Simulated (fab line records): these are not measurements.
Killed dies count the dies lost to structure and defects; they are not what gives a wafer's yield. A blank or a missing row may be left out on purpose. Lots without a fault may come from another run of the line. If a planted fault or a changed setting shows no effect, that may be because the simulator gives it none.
Which tool was responsible? + flow n5Finfet + 19 lots, 57 wafers sampled, at 1 step of a route of 1938

== WHAT THE GAUGES SHOWED, per wafer ==
N5_WELL_APT_CD_MEAS_25: target cd 200 nm. Usual: 200.3 nm for cdNm, sd 2.
| lot  | measured    | on       | cdNm (nm)         | flag |
|------|-------------|----------|-------------------|------|
| L075 | day 1 21:41 | cdSem-02 | 200.4 202.2 200.7 |      |
| L076 | day 2 02:52 | cdSem-01 | 203.4 203.5 202.6 |      |
| L077 | day 2 09:14 | cdSem-01 | 201.7 199.9 201.4 |      |
| L078 | day 2 15:23 | cdSem-02 | 197.6 198.1 197.2 |      |
| L079 | day 2 20:50 | cdSem-02 | 200.5 198.9 197.6 |      |
| L081 | day 3 09:02 | cdSem-01 | 199.2 199.0 197.5 |      |
| L082 | day 3 15:04 | cdSem-01 | 201.1 201.0 200.4 |      |
| L083 | day 3 21:14 | cdSem-01 | 201.6 199.8 200.4 |      |
| L084 | day 4 03:12 | cdSem-03 | 200.1 200.6 201.3 |      |
| L085 | day 4 08:49 | cdSem-02 | 199.4 199.0 203.4 |      |
| L087 | day 4 21:22 | cdSem-02 | 199.4 202.4 202.1 |      |
| L089 | day 5 09:02 | cdSem-03 | 198.0 202.7 200.7 |      |
| L090 | day 5 14:57 | cdSem-02 | 200.4 200.9 198.2 |      |
| L091 | day 5 21:10 | cdSem-02 | 201.7 203.4 206.0 |      |
| L092 | day 6 03:20 | cdSem-03 | 199.0 199.7 198.5 |      |
| L094 | day 6 14:56 | cdSem-02 | 202.0 203.9 198.2 |      |
| L095 | day 6 20:45 | cdSem-01 | 199.8 199.7 199.7 |      |
| L096 | day 7 02:50 | cdSem-02 | 202.2 200.0 199.1 |      |
| L097 | day 7 09:23 | cdSem-02 | 199.7 203.0 199.4 |      |

== WHAT TOOL EACH LOT RAN ON (gives the tool, then ch and the chambers of the sampled wafers, and finally the start) ==
Record: no process step prior to these readings.

== WHAT THE TOOLS THEMSELVES READ (means of the sampled wafers that have a number; where no wafer has one, the mark that the record gives instead) ==
The record holds no such reading with a usual standard deviation.

== THE ANSWER, worked out from the rows above alone ==
Rule: lot off if the mean of its wafers having a number is beyond 3 standard deviations from the usual mean. Also off: a lot with no number at a reading for which 4 or more lots have one. The other lots that the step has rows for count as sound. The gauges are gone through in route order, then the tools' own readings, and for those a lot's mean is taken as printed above. At the first step where some lot is off, the reading lying furthest off is the one used; lots without a number count as furthest.
None of the lots is off at any reading shown; this tells nothing.

== WHAT HAD BEEN PUT IN BY THE SIMULATOR ==
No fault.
